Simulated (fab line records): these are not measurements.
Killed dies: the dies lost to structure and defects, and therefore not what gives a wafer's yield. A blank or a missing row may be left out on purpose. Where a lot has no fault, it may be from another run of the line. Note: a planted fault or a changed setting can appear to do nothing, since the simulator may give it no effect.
fab line records | flow nand-harc
[record] lots = 6 | wafers = 18 | last-day = 25
route steps=1159 shown P_M0@280 P_M1@285
lots with no fault: from the same line, run without faults
start-h: hours from the record's first day to the start of the lot's first wafer shown | wait-h: hours since the lot's step before | " unchanged from the row above | L1.1+2: one row covering several wafers at once | - no value, or no start was given | * or withheld: withheld | < > ~ a bound
route shown NAME@n: NAME is a module with steps in the file, n the number in the route of the first one | usual: the fault-free wafers' mean and standard deviation | same: alike in all rows | chamber/n: place in a boat | sites: each site's reading | _std_site: standard deviation across them | _edge_site: the outer-site mean with the inner-site mean subtracted | radius-mm: for every site, how far away it sits from the centre of the wafer | mask NAME#n: copy n | behind: the last tool/chamber to shape the wafer | hold: the reason the lot was held/the length of the hold in hours/how it ended | device: names the non-switching transistor (n, p or np) | end of line: the route-end tests of the same wafers | for a step that has no rows: nothing shown but its recipe | killed: the dies lost at the first sort to structure and to defects; this is not the yield of the wafer | map: a wafer's dies, marking killed ones x, the rest . and places with no die _
set.NAME: the setting that was run; set.NAME@STEP: the one run at that earlier step | model.NAME: the simulator's own value behind a step, which no gauge read
a table for each step, a row for each wafer; lots at some steps of the route
services: when a tool's chamber went out of use (start-h, in hours from the record's first day, below 0 if earlier), for how many hours, and the reason
[[steps]]
[step NHARC_P_M0_SRD_25]
[step NHARC_P_M0_INSPECT_27]
[usual] raw-defect-count = 285/110
lot.wafer | tool              | chamber | start-h | wait-h | raw-defect-count
L288.1    | defect-inspect-02 | -       | 121.36  | 0.0    | 271
L288.4    | "                 | -       | "       | "      | 238
L288.5    | "                 | -       | "       | "      | 475
L292.2    | defect-inspect-01 | -       | 149.22  | 0.0    | 273
L292.3    | "                 | -       | "       | "      | 147
L292.5    | "                 | -       | "       | "      | 251
L297.1    | defect-inspect-02 | -       | 188.70  | 0.0    | 300
L297.2    | "                 | -       | "       | "      | 274
L297.4    | "                 | -       | "       | "      | 273
L298.1    | defect-inspect-02 | -       | 193.19  | 0.0    | 369
L298.2    | "                 | -       | "       | "      | 320
L298.6    | "                 | -       | "       | "      | 210
L301.2    | defect-inspect-01 | -       | 200.97  | 0.0    | 308
L301.4    | "                 | -       | "       | "      | 274
L301.6    | "                 | -       | "       | "      | 277
L306.4    | defect-inspect-01 | -       | 229.47  | 0.0    | 557
L306.5    | "                 | -       | "       | "      | 301
L306.6    | "                 | -       | "       | "      | 319
[step NHARC_P_M0_PRE_CLEAN_31]
[recipe] time-s = 12 | temp-c = 370 | rf-power-w = 300 | gas = NH3
[usual] heater-power-w = 612/110
lot.wafer | tool     | chamber | start-h | wait-h | heater-power-w
L288.1    | pecvd-04 | 2       | 122.23  | 0.9    | 558
L288.4    | "        | 2       | "       | "      | 571
L288.5    | "        | 1       | "       | "      | 816
L292.2    | pecvd-03 | 0       | 149.30  | 0.1    | 773
L292.3    | "        | 1       | "       | "      | 596
L292.5    | "        | 2       | "       | "      | 587
L297.1    | pecvd-02 | 1       | 188.78  | 0.1    | 666
L297.2    | "        | 2       | "       | "      | 497
L297.4    | "        | 2       | "       | "      | 518
L298.1    | pecvd-03 | 2       | 193.27  | 0.1    | 616
L298.2    | "        | 0       | "       | "      | 839
L298.6    | "        | 2       | "       | "      | 637
L301.2    | pecvd-02 | 1       | 201.09  | 0.1    | 684
L301.4    | "        | 2       | "       | "      | 468
L301.6    | "        | 0       | "       | "      | 662
L306.6    | pecvd-03 | 1       | 229.73  | 0.3    | 496
L306.4    | "        | 2       | "       | "      | 620
L306.5    | "        | 0       | "       | "      | 759
[step NHARC_P_M0_DEP_32]
[recipe] target-thk-a = 300 | temp-c = 370 | target-thk-nm = 30 | pressure-torr = 3 | flow-sccm = 200 | rf-w = 450 | material = SiCN
[usual] heater-power-w = 556/110
lot.wafer | tool     | chamber | start-h | wait-h | heater-power-w
L288.1    | pecvd-04 | 2       | 122.31  | 0.1    | 441
L288.4    | "        | 2       | "       | "      | 435
L288.5    | "        | 1       | "       | "      | 804
L292.2    | pecvd-03 | 0       | 149.41  | 0.1    | 687
L292.3    | "        | 1       | "       | "      | 537
L292.5    | "        | 2       | "       | "      | 590
L297.1    | pecvd-02 | 1       | 188.89  | 0.1    | 564
L297.2    | "        | 2       | "       | "      | 470
L297.4    | "        | 2       | "       | "      | 466
L298.1    | pecvd-03 | 2       | 193.38  | 0.1    | 587
L298.2    | "        | 0       | "       | "      | 745
L298.6    | "        | 2       | "       | "      | 559
L301.2    | pecvd-02 | 1       | 201.23  | 0.1    | 595
L301.4    | "        | 2       | "       | "      | 427
L301.6    | "        | 0       | "       | "      | 618
L306.6    | pecvd-03 | 1       | 229.89  | 0.2    | 517
L306.4    | "        | 2       | "       | "      | 571
L306.5    | "        | 0       | "       | "      | 674
[step NHARC_P_M1_DEP_00]
[recipe] target-thk-a = 1825 | target-thk-nm = 182.5 | temp-c = withheld | pressure-torr = 5 | flow-sccm = 200 | rf-w = 600 | material = SiOC
[step NHARC_P_M1_DEHYDRATE_01]
[recipe] temp-c = 150 | time-s = 120
[step NHARC_P_M1_HMDS_02]
[recipe] time-s = 30
[step NHARC_P_M1_COAT_34]
[recipe] temp-c = 200 | time-s = 65
[step NHARC_P_M1_COAT_03]
[recipe] spin-rpm = 1500 | resist-thk-nm = 90
[step NHARC_P_M1_SOFTBAKE_04]
[recipe] temp-c = 105 | time-s = 55
[step NHARC_P_M1_EBR_05]
[step NHARC_P_M1_EXPOSE_06]
[recipe] na = 1.35 | target-cd-nm = 130 | dose-mj = 81.88 | mask-id = P_M1
[usual] exposure-dose-mJ-cm2 = 81.87/0.07
lot.wafer | tool            | chamber | start-h | wait-h | mask   | exposure-dose-mJ-cm2
L288.1    | arfi-scanner-02 | 0       | 123.40  | -      | P_M1#0 | 81.92
L288.4    | "               | 0       | "       | "      | P_M1#0 | 81.98
L288.5    | "               | 0       | "       | "      | P_M1#0 | 81.89
L292.2    | arfi-scanner-02 | 0       | 150.48  | -      | P_M1#0 | 81.73
L292.3    | "               | 0       | "       | "      | P_M1#0 | 81.90
L292.5    | "               | 0       | "       | "      | P_M1#0 | 81.89
L297.1    | arfi-scanner-02 | 0       | 189.95  | -      | P_M1#0 | 43.13
L297.2    | "               | 0       | "       | "      | P_M1#0 | 43.05
L297.4    | "               | 0       | "       | "      | P_M1#0 | 43.13
L298.1    | arfi-scanner-02 | 0       | 194.45  | -      | P_M1#0 | 50.74
L298.2    | "               | 0       | "       | "      | P_M1#0 | 50.67
L298.6    | "               | 0       | "       | "      | P_M1#0 | 50.82
L301.2    | arfi-scanner-01 | 0       | 202.13  | -      | P_M1#0 | 81.83
L301.4    | "               | 0       | "       | "      | P_M1#0 | 81.83
L301.6    | "               | 0       | "       | "      | P_M1#0 | 81.90
L306.4    | arfi-scanner-01 | 0       | 230.87  | -      | P_M1#0 | 81.92
L306.5    | "               | 0       | "       | "      | P_M1#0 | 81.83
L306.6    | "               | 0       | "       | "      | P_M1#0 | 81.78
[step NHARC_P_M1_PEB_07]
[recipe] peb-temp-c = 100 | peb-time-s = 65
[step NHARC_P_M1_DEVELOP_08]
[recipe] develop-time-s = 35 | dev-temp-c = 23
[step NHARC_P_M1_CD_MEAS_09]
[recipe] target-cd-nm = 130 | landing-energy-ev = 500
[usual] cd-nm = 130.3/0.82
lot.wafer | tool      | chamber | start-h | wait-h | cd-nm
L288.1    | cd-sem-03 | 0       | 123.54  | -      | 130.3
L288.4    | "         | 0       | "       | "      | 130.2
L288.5    | "         | 0       | "       | "      | 129.9
L292.2    | cd-sem-03 | 0       | 150.62  | -      | 130.7
L292.3    | "         | 0       | "       | "      | 131.4
L292.5    | "         | 0       | "       | "      | 131.1
L297.1    | cd-sem-01 | 0       | 190.09  | -      | 92.0
L297.2    | "         | 0       | "       | "      | 92.3
L297.4    | "         | 0       | "       | "      | 92.2
L298.1    | cd-sem-01 | 0       | 194.59  | -      | 101.5
L298.2    | "         | 0       | "       | "      | 101.5
L298.6    | "         | 0       | "       | "      | 101.2
L301.2    | cd-sem-03 | 0       | 202.27  | -      | 130.6
L301.4    | "         | 0       | "       | "      | 131.8
L301.6    | "         | 0       | "       | "      | 132.1
L306.4    | cd-sem-03 | 0       | 231.02  | -      | 130.8
L306.5    | "         | 0       | "       | "      | 130.9
L306.6    | "         | 0       | "       | "      | 129.5
[step NHARC_P_M1_OVL_MEAS_10]
[recipe] pitch-nm = 260
[usual] overlay-x-nm = 0.1/0.98 | overlay-y-nm = -0.2/0.62
lot.wafer | tool       | chamber | start-h | wait-h | overlay-x-nm | overlay-y-nm
L288.1    | overlay-02 | -       | 123.64  | -      | 0.8          | -0.5
L288.4    | "          | -       | "       | "      | 1.2          | 0.2
L288.5    | "          | -       | "       | "      | 0.7          | 0.3
L292.2    | overlay-02 | -       | 150.70  | -      | -0.4         | -1.3
L292.3    | "          | -       | "       | "      | -0.7         | -1.1
L292.5    | "          | -       | "       | "      | -0.8         | -1.3
L297.1    | overlay-01 | -       | 190.18  | -      | -0.4         | 0.4
L297.2    | "          | -       | "       | "      | 0.4          | 0.5
L297.4    | "          | -       | "       | "      | -0.3         | 0.3
L298.1    | overlay-02 | -       | 194.68  | -      | 0.0          | 0.0
L298.2    | "          | -       | "       | "      | -0.5         | -0.5
L298.6    | "          | -       | "       | "      | 0.2          | 0.2
L301.2    | overlay-01 | -       | 202.36  | -      | 1.0          | 0.0
L301.4    | "          | -       | "       | "      | 0.8          | -0.2
L301.6    | "          | -       | "       | "      | 0.7          | -0.2
L306.4    | overlay-02 | -       | 231.10  | -      | 1.6          | 0.0
L306.5    | "          | -       | "       | "      | 1.8          | -0.5
L306.6    | "          | -       | "       | "      | 1.6          | -0.7
[step NHARC_P_M1_INSPECT_11]
[usual] raw-defect-count = 4.3/2.4
lot.wafer | tool              | chamber | start-h | wait-h | raw-defect-count
L288.1    | defect-inspect-02 | -       | 123.68  | 0.0    | 2
L288.4    | "                 | -       | "       | "      | 6
L288.5    | "                 | -       | "       | "      | 4
L292.2    | defect-inspect-02 | -       | 150.76  | 0.1    | 3
L292.3    | "                 | -       | "       | "      | 2
L292.5    | "                 | -       | "       | "      | 7
L297.1    | defect-inspect-01 | -       | 190.21  | 0.0    | 4
L297.2    | "                 | -       | "       | "      | 1
L297.4    | "                 | -       | "       | "      | 6
L298.1    | defect-inspect-02 | -       | 194.71  | 0.0    | 3
L298.2    | "                 | -       | "       | "      | 0
L298.6    | "                 | -       | "       | "      | 7
L301.2    | defect-inspect-01 | -       | 202.39  | 0.0    | 4
L301.4    | "                 | -       | "       | "      | 5
L301.6    | "                 | -       | "       | "      | 1
L306.4    | defect-inspect-01 | -       | 231.14  | 0.0    | 2
L306.5    | "                 | -       | "       | "      | 3
L306.6    | "                 | -       | "       | "      | 6
[step NHARC_P_M1_DESCUM_14]
[recipe] time-s = 3 | o2-flow-sccm = 200 | ar-flow-sccm = 0 | bias-power-w = 0 | chemistry = O2
[usual] drypump-motor-current-A = 5.7/0.55 | oes-product-au = 1.000/0.011 | rf-vpp-V = 57.9/0.98 | showerhead-plenum-p-Torr = 1.94/0.093 | throttle-valve-pct = 11.312/0.0092
lot.wafer | tool        | chamber | start-h | wait-h | drypump-motor-current-A | oes-product-au | rf-hours-counter-h | rf-vpp-V | showerhead-plenum-p-Torr | throttle-valve-pct | model.P_M1.cd-nm
L288.4    | rie-diel-05 | 2       | 123.75  | 0.1    | 6.3                     | 0.984          | 4                  | 59.3     | 2.07                     | 11.296             | 130.5
L288.1    | "           | 3       | "       | "      | 5.2                     | 0.972          | 3                  | 57.8     | 2.05                     | 11.312             | 128.6
L288.5    | "           | 1       | "       | "      | 4.8                     | 0.997          | -                  | 58.3     | 2.06                     | 11.311             | 130.4
L292.2    | rie-diel-05 | 2       | 150.83  | 0.1    | 6.3                     | 0.995          | 4                  | 59.0     | 2.07                     | 11.308             | 130.5
L292.3    | "           | 0       | "       | "      | 6.6                     | 1.010          | 4                  | 59.0     | 2.00                     | 11.333             | 132.3
L292.5    | "           | 2       | "       | "      | 6.3                     | 0.999          | -                  | 59.9     | 2.07                     | 11.297             | 131.3
L297.4    | rie-diel-07 | 0       | 190.27  | 0.1    | 5.2                     | 1.016          | 10                 | 57.7     | 1.91                     | 11.308             | 91.28
L297.1    | "           | 2       | "       | "      | 6.3                     | 0.989          | 10                 | 57.5     | 1.97                     | 11.317             | 91.92
L297.2    | "           | 3       | "       | "      | 6.1                     | 0.995          | 10                 | 58.0     | 1.83                     | 11.321             | 92.44
L298.2    | rie-diel-05 | 1       | 194.79  | 0.1    | 4.8                     | 0.991          | 0                  | 57.2     | 2.06                     | 11.313             | 102
L298.1    | "           | 2       | "       | "      | 6.3                     | 1.020          | 1                  | 58.3     | 2.07                     | 11.301             | 101.7
L298.6    | "           | 3       | "       | "      | 5.2                     | 1.004          | -                  | 58.7     | 2.05                     | 11.288             | 100.4
L301.2    | rie-diel-05 | 3       | 202.46  | 0.1    | 5.2                     | 0.989          | 1                  | 56.8     | 2.05                     | 11.304             | 129.5
L301.4    | "           | 0       | "       | "      | 6.5                     | 1.009          | 1                  | 58.4     | 2.00                     | 11.301             | 131.9
L301.6    | "           | 3       | "       | "      | 5.2                     | 0.992          | -                  | 58.5     | 2.05                     | 11.317             | 131.1
L306.4    | rie-diel-05 | 3       | 231.20  | 0.1    | 5.2                     | 0.993          | 2                  | 57.7     | 2.05                     | 11.323             | 129.8
L306.6    | "           | 2       | "       | "      | 6.3                     | 1.006          | -                  | 58.6     | 2.07                     | 11.311             | 129.3
L306.5    | "           | 3       | "       | "      | 5.2                     | 0.993          | -                  | 57.0     | 2.05                     | 11.299             | 130.4
[step NHARC_P_M1_ETCH_35]
[recipe] target-depth-a = 400 | overetch-a = 120 | time-s = 43.94 | ion-energy-ev = 200 | n2-flow-sccm = 150 | h2-flow-sccm = 150 | ar-flow-sccm = 0 | rf-w = 400 | bias-w = 150 | chemistry = N2/H2
[usual] drypump-motor-current-A = 5.7/0.54 | h2-flow-sccm = 150.0/0.48 | oes-product-au = 1.001/0.011 | rf-vpp-V = 431.3/2.8 | showerhead-plenum-p-Torr = 2.07/0.1 | throttle-valve-pct = 14.171/0.0093
lot.wafer | tool        | chamber | start-h | wait-h | drypump-motor-current-A | h2-flow-sccm | oes-product-au | rf-hours-counter-h | rf-vpp-V | showerhead-plenum-p-Torr | throttle-valve-pct
L288.1    | rie-diel-05 | 3       | 123.82  | 0.1    | 5.3                     | 150.2        | 0.993          | 3                  | 435.0    | 2.19                     | 14.177
L288.4    | "           | 2       | "       | "      | 6.3                     | 150.9        | 0.992          | 4                  | 436.0    | 2.21                     | 14.171
L288.5    | "           | 3       | "       | "      | 5.3                     | 149.7        | 0.982          | -                  | 435.4    | 2.19                     | 14.163
L292.2    | rie-diel-05 | 2       | 150.91  | 0.1    | 6.3                     | 150.0        | 1.008          | 4                  | 436.0    | 2.21                     | 14.186
L292.3    | "           | 0       | "       | "      | 6.5                     | 150.2        | 1.000          | 4                  | 432.2    | 2.14                     | 14.171
L292.5    | "           | 3       | "       | "      | 5.2                     | 150.8        | 0.979          | -                  | 434.0    | 2.19                     | 14.158
L297.4    | rie-diel-07 | 2       | 190.36  | 0.1    | 6.4                     | 150.2        | 0.999          | 10                 | 431.0    | 2.10                     | 14.169
L297.2    | "           | 3       | "       | "      | 6.1                     | 149.1        | 1.014          | 10                 | 428.1    | 1.95                     | 14.164
L297.1    | "           | 0       | "       | "      | 5.2                     | 149.5        | 1.009          | 10                 | 431.2    | 2.04                     | 14.150
L298.2    | rie-diel-05 | 1       | 194.86  | 0.1    | 4.8                     | 149.7        | 0.985          | 0                  | 435.3    | 2.20                     | 14.173
L298.1    | "           | 2       | "       | "      | 6.3                     | 150.3        | 1.020          | 1                  | 435.3    | 2.21                     | 14.184
L298.6    | "           | 0       | "       | "      | 6.5                     | 150.3        | 1.013          | -                  | 433.1    | 2.14                     | 14.177
L301.2    | rie-diel-05 | 2       | 202.55  | 0.1    | 6.3                     | 150.6        | 1.020          | 1                  | 433.0    | 2.21                     | 14.177
L301.4    | "           | 3       | "       | "      | 5.3                     | 150.5        | 1.004          | 1                  | 434.2    | 2.19                     | 14.171
L301.6    | "           | 2       | "       | "      | 6.3                     | 149.8        | 1.014          | -                  | 433.4    | 2.21                     | 14.177
L306.4    | rie-diel-05 | 3       | 231.30  | 0.1    | 5.2                     | 150.1        | 0.998          | 2                  | 434.4    | 2.19                     | 14.173
L306.6    | "           | 0       | "       | "      | 6.5                     | 149.4        | 1.017          | -                  | 431.8    | 2.14                     | 14.163
L306.5    | "           | 1       | "       | "      | 4.8                     | 151.0        | 1.003          | -                  | 434.5    | 2.20                     | 14.170
[step NHARC_P_M1_ETCH_15]
[recipe] target-depth-a = 1825 | time-s = 91.2 | c4f8-flow-sccm = withheld | ar-flow-sccm = 400 | rf-w = 600 | bias-w = 300 | chemistry = C4F8/Ar
[usual] oes-product-au = 0.948/0.022 | rf-vpp-V = 442/3
lot.wafer | tool        | chamber | start-h | wait-h | oes-product-au | rf-hours-counter-h | rf-vpp-V
L288.1    | rie-diel-05 | 3       | -       | -      | 0.954          | 3                  | 444
L288.4    | "           | 1       | "       | "      | 0.953          | 3                  | 446
L288.5    | "           | 3       | "       | "      | 0.954          | -                  | 445
L292.3    | rie-diel-05 | 1       | -       | -      | 0.973          | 4                  | 445
L292.2    | "           | 2       | "       | "      | 0.959          | 4                  | 446
L292.5    | "           | 0       | "       | "      | 0.980          | -                  | 445
L297.4    | rie-diel-07 | 1       | -       | -      | 0.917          | 10                 | 441
L297.2    | "           | 2       | "       | "      | 0.906          | 10                 | 442
L297.1    | "           | 3       | "       | "      | 0.927          | 10                 | 438
L298.2    | rie-diel-05 | 1       | -       | -      | 0.957          | 0                  | 446
L298.1    | "           | 2       | "       | "      | 0.993          | 1                  | 446
L298.6    | "           | 1       | "       | "      | 0.971          | -                  | 447
L301.2    | rie-diel-05 | 3       | -       | -      | 0.939          | 1                  | 445
L301.4    | "           | 0       | "       | "      | 0.953          | 1                  | 443
L301.6    | "           | 3       | "       | "      | 0.932          | -                  | 446
L306.4    | rie-diel-05 | 1       | -       | -      | 0.982          | 2                  | 445
L306.6    | "           | 1       | "       | "      | 0.983          | -                  | 447
L306.5    | "           | 2       | "       | "      | 0.985          | -                  | 446
[step NHARC_P_M1_CD_MEAS_16]
[usual] cd-nm = 130.0/1
lot.wafer | tool      | chamber | start-h | wait-h | cd-nm
L288.1    | cd-sem-01 | -       | 124.04  | -      | 129.2
L288.4    | "         | -       | "       | "      | 130.8
L288.5    | "         | -       | "       | "      | 130.1
L292.2    | cd-sem-02 | -       | 151.14  | -      | 130.6
L292.3    | "         | -       | "       | "      | 133.1
L292.5    | "         | -       | "       | "      | 131.7
L297.1    | cd-sem-02 | -       | 190.58  | -      | 91.8
L297.2    | "         | -       | "       | "      | 92.6
L297.4    | "         | -       | "       | "      | 91.6
L298.1    | cd-sem-01 | -       | 195.08  | -      | 101.8
L298.2    | "         | -       | "       | "      | 101.4
L298.6    | "         | -       | "       | "      | 100.2
L301.2    | cd-sem-01 | -       | 202.77  | -      | 130.0
L301.4    | "         | -       | "       | "      | 132.4
L301.6    | "         | -       | "       | "      | 131.4
L306.4    | cd-sem-02 | -       | 231.51  | -      | 129.9
L306.5    | "         | -       | "       | "      | 130.1
L306.6    | "         | -       | "       | "      | 128.9
[step NHARC_P_M1_STRIP_18]
[recipe] power-w = 1000 | n2-flow-sccm = 150 | h2-flow-sccm = 150 | ar-flow-sccm = 0 | bias-w = 0 | chemistry = N2/H2
[usual] drypump-motor-current-A = 5.7/0.58 | h2-flow-sccm = 150.0/0.46 | oes-product-au = 0.999/0.011 | rf-vpp-V = 91.0/0.94 | showerhead-plenum-p-Torr = 2.09/0.097 | throttle-valve-pct = 14.170/0.0091
lot.wafer | tool        | chamber | start-h | wait-h | drypump-motor-current-A | h2-flow-sccm | oes-product-au | rf-hours-counter-h | rf-vpp-V | showerhead-plenum-p-Torr | throttle-valve-pct
L288.1    | rie-diel-05 | 3       | 124.15  | 0.1    | 5.3                     | 150.1        | 0.983          | 3                  | 91.5     | 2.19                     | 14.172
L288.4    | "           | 0       | "       | "      | 6.5                     | 149.9        | 0.995          | 3                  | 91.3     | 2.14                     | 14.157
L288.5    | "           | 3       | "       | "      | 5.3                     | 150.7        | 0.980          | -                  | 92.5     | 2.19                     | 14.188
L292.2    | rie-diel-05 | 1       | 151.27  | 0.1    | 4.8                     | 150.2        | 1.008          | 4                  | 91.3     | 2.20                     | 14.168
L292.3    | "           | 2       | "       | "      | 6.4                     | 149.8        | 0.985          | 4                  | 93.5     | 2.21                     | 14.176
L292.5    | "           | 3       | "       | "      | 5.2                     | 150.1        | 0.987          | -                  | 92.0     | 2.19                     | 14.165
L297.1    | rie-diel-07 | 3       | 190.65  | 0.1    | 6.1                     | 150.0        | 1.009          | 10                 | 89.1     | 1.95                     | 14.180
L297.2    | "           | 1       | "       | "      | 5.6                     | 150.4        | 0.978          | 10                 | 90.0     | 2.03                     | 14.181
L297.4    | "           | 2       | "       | "      | 6.4                     | 150.4        | 0.989          | 10                 | 93.0     | 2.10                     | 14.178
L298.1    | rie-diel-05 | 1       | 195.18  | 0.1    | 4.8                     | 150.5        | 0.992          | 1                  | 90.4     | 2.20                     | 14.177
L298.2    | "           | 3       | "       | "      | 5.3                     | 149.9        | 0.999          | 1                  | 91.2     | 2.19                     | 14.183
L298.6    | "           | 1       | "       | "      | 4.8                     | 150.1        | 0.996          | -                  | 91.4     | 2.20                     | 14.168
L301.4    | rie-diel-07 | 0       | 202.84  | 0.1    | 5.2                     | 150.0        | 0.994          | 11                 | 90.4     | 2.04                     | 14.163
L301.2    | "           | 3       | "       | "      | 6.1                     | 149.5        | 1.012          | 11                 | 90.7     | 1.95                     | 14.180
L301.6    | "           | 1       | "       | "      | 5.5                     | 150.9        | 0.989          | -                  | 90.5     | 2.02                     | 14.183
L306.4    | rie-diel-05 | 2       | 231.63  | 0.1    | 6.4                     | 150.3        | 1.016          | 2                  | 93.0     | 2.21                     | 14.192
L306.6    | "           | 0       | "       | "      | 6.5                     | 150.0        | 1.019          | -                  | 91.0     | 2.14                     | 14.159
L306.5    | "           | 1       | "       | "      | 4.8                     | 149.7        | 0.996          | -                  | 91.5     | 2.20                     | 14.168
[step NHARC_P_M1_ETCH_28]
[recipe] target-depth-a = 300 | over-etch-frac = 0.3 | time-s = 72.99 | ion-energy-ev = 150 | cf4-flow-sccm = 50 | n2-flow-sccm = 100 | ar-flow-sccm = 150 | rf-w = 300 | bias-w = 100 | chemistry = CF4/N2
[usual] drypump-motor-current-A = 5.7/0.58 | oes-product-au = 1.001/0.01 | rf-vpp-V = 315.1/2.2 | showerhead-plenum-p-Torr = 2.68/0.12 | throttle-valve-pct = 19.794/0.0086
lot.wafer | tool        | chamber | start-h | wait-h | drypump-motor-current-A | oes-product-au | rf-hours-counter-h | rf-vpp-V | showerhead-plenum-p-Torr | throttle-valve-pct | model.P_M1.cd-nm
L288.4    | rie-diel-05 | 3       | -       | -      | 5.2                     | 0.988          | 3                  | 318.0    | 2.81                     | 19.786             | 130.3
L288.1    | "           | 1       | "       | "      | 4.8                     | 1.003          | 3                  | 318.0    | 2.82                     | 19.798             | 129.9
L288.5    | "           | 0       | "       | "      | 6.5                     | 1.008          | -                  | 316.0    | 2.74                     | 19.784             | 130.7
L292.3    | rie-diel-05 | 0       | -       | -      | 6.6                     | 1.005          | 4                  | 316.9    | 2.74                     | 19.800             | 132.7
L292.2    | "           | 3       | "       | "      | 5.2                     | 1.002          | 4                  | 316.7    | 2.81                     | 19.801             | 131.3
L292.5    | "           | 1       | "       | "      | 4.8                     | 1.008          | -                  | 317.3    | 2.82                     | 19.802             | 132.3
L297.1    | rie-diel-07 | 2       | -       | -      | 6.4                     | 1.005          | 10                 | 315.2    | 2.69                     | 19.792             | 91.17
L297.4    | "           | 0       | "       | "      | 5.2                     | 1.010          | 10                 | 314.9    | 2.62                     | 19.784             | 91.41
L297.2    | "           | 1       | "       | "      | 5.5                     | 0.996          | 10                 | 315.1    | 2.61                     | 19.791             | 90.8
L298.1    | rie-diel-05 | 0       | -       | -      | 6.5                     | 1.015          | 1                  | 315.8    | 2.74                     | 19.803             | 101.2
L298.2    | "           | 2       | "       | "      | 6.3                     | 1.016          | 1                  | 318.0    | 2.83                     | 19.783             | 101.8
L298.6    | "           | 0       | "       | "      | 6.5                     | 1.016          | -                  | 316.6    | 2.74                     | 19.799             | 99.34
L301.2    | rie-diel-07 | 2       | -       | -      | 6.3                     | 0.995          | 12                 | 314.8    | 2.69                     | 19.797             | 128.8
L301.4    | "           | 3       | "       | "      | 6.1                     | 1.015          | 11                 | 313.0    | 2.52                     | 19.795             | 132.6
L301.6    | "           | 0       | "       | "      | 5.2                     | 1.013          | -                  | 314.2    | 2.62                     | 19.799             | 130.4
L306.4    | rie-diel-05 | 0       | -       | -      | 6.5                     | 1.012          | 2                  | 314.3    | 2.74                     | 19.810             | 130.8
L306.5    | "           | 2       | "       | "      | 6.3                     | 1.021          | -                  | 318.3    | 2.83                     | 19.795             | 130.2
L306.6    | "           | 3       | "       | "      | 5.2                     | 0.985          | -                  | 317.9    | 2.81                     | 19.784             | 129.1
[step NHARC_P_M1_STRIP_19]
[recipe] time-s = 600 | temp-c = 30 | chemistry = post-etch-residue-remover
[[services]]
tool            | chamber | start-h | hours | kind
pecvd-03        | -       | 111.09  | 13.0  | pm
pecvd-04        | 1       | 115.35  | 6.2   | repair
rie-diel-05     | 0       | 118.10  | -     | clean
rie-diel-05     | 1       | 118.10  | -     | clean
rie-diel-05     | 2       | 118.10  | -     | clean
rie-diel-05     | 3       | 118.10  | -     | clean
rie-diel-07     | 3       | 127.61  | 2.2   | repair
pecvd-04        | 1       | 130.74  | 51.2  | repair
rie-diel-05     | 0       | 135.60  | 6.1   | repair
rie-diel-05     | 0       | 142.60  | -     | clean
rie-diel-05     | 1       | 142.60  | -     | clean
rie-diel-05     | 2       | 142.60  | -     | clean
rie-diel-05     | 3       | 142.60  | -     | clean
pecvd-02        | 0       | 151.00  | 23.6  | repair
pecvd-02        | -       | 153.28  | 13.0  | pm
rie-diel-05     | -       | 163.60  | 9.0   | pm
rie-diel-05     | 0       | 163.60  | 9.0   | vent-cycle
rie-diel-05     | 1       | 163.60  | 11.0  | vent-cycle
rie-diel-05     | 2       | 163.60  | 9.0   | vent-cycle
pecvd-04        | 2       | 182.93  | 9.7   | repair
rie-diel-05     | -       | 184.13  | 0.2   | repair
pecvd-04        | -       | 195.00  | 13.0  | pm
arfi-scanner-01 | -       | 196.00  | 4.0   | pm
rie-diel-07     | -       | 228.20  | 9.0   | pm
[[key]]
[first-sign] step = NHARC_P_M1_EXPOSE_06 | reading = exposure-dose-mJ-cm2 | direction = down | sigmas = 99+ | usual = 81.87 | struck = 46.92
[effect] step = NHARC_P_M1_CD_MEAS_09 | reading = cd-nm | direction = down | sigmas = 41 | usual = 130.3 | struck = 96.8 | through = control-loop
[effect] step = NHARC_P_M1_CD_MEAS_16 | reading = cd-nm | direction = down | sigmas = 33 | usual = 130.0 | struck = 96.6 | through = control-loop
[model-effect] step = NHARC_P_M1_DESCUM_14 | value = P_M1.cd-nm | without = 130.1 | struck = 96.62
[model-effect] step = NHARC_P_M1_ETCH_28 | value = P_M1.cd-nm | without = 129.4 | struck = 95.96
met-at NHARC_P_M1_EXPOSE_06
struck-wafers L297.1,L297.2,L297.4,L298.1,L298.2,L298.6
later-rows-left-out L297.1,L297.2,L297.4,L298.1,L298.2,L298.6
sort-left-out L297.1,L297.2,L297.4,L298.1,L298.2,L298.6
[loop-trim] step = NHARC_P_M1_EXPOSE_06 | setting = dose | lots = L298
onset-between 150.48 189.95
[fault] kind = process-parameter-drift | tool = arfi-scanner-02 | chamber = - | onset-h = 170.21 | steps = NHARC_P_M1_EXPOSE_06 | channel = dose-mj | offset = -38.744 | shape = step | acts-in = these-recipes-only | stated = 81.88
// sort-left-out: the simulated sort isn't trusted on such a fault, so these wafers' sort isn't shown, and their yield isn't known
// later-rows-left-out: the simulator's readings of these wafers behind a module that went badly wrong aren't trusted and aren't shown, but for the sort
// loop-trim: a control loop set the setting to another value than it would have without faults
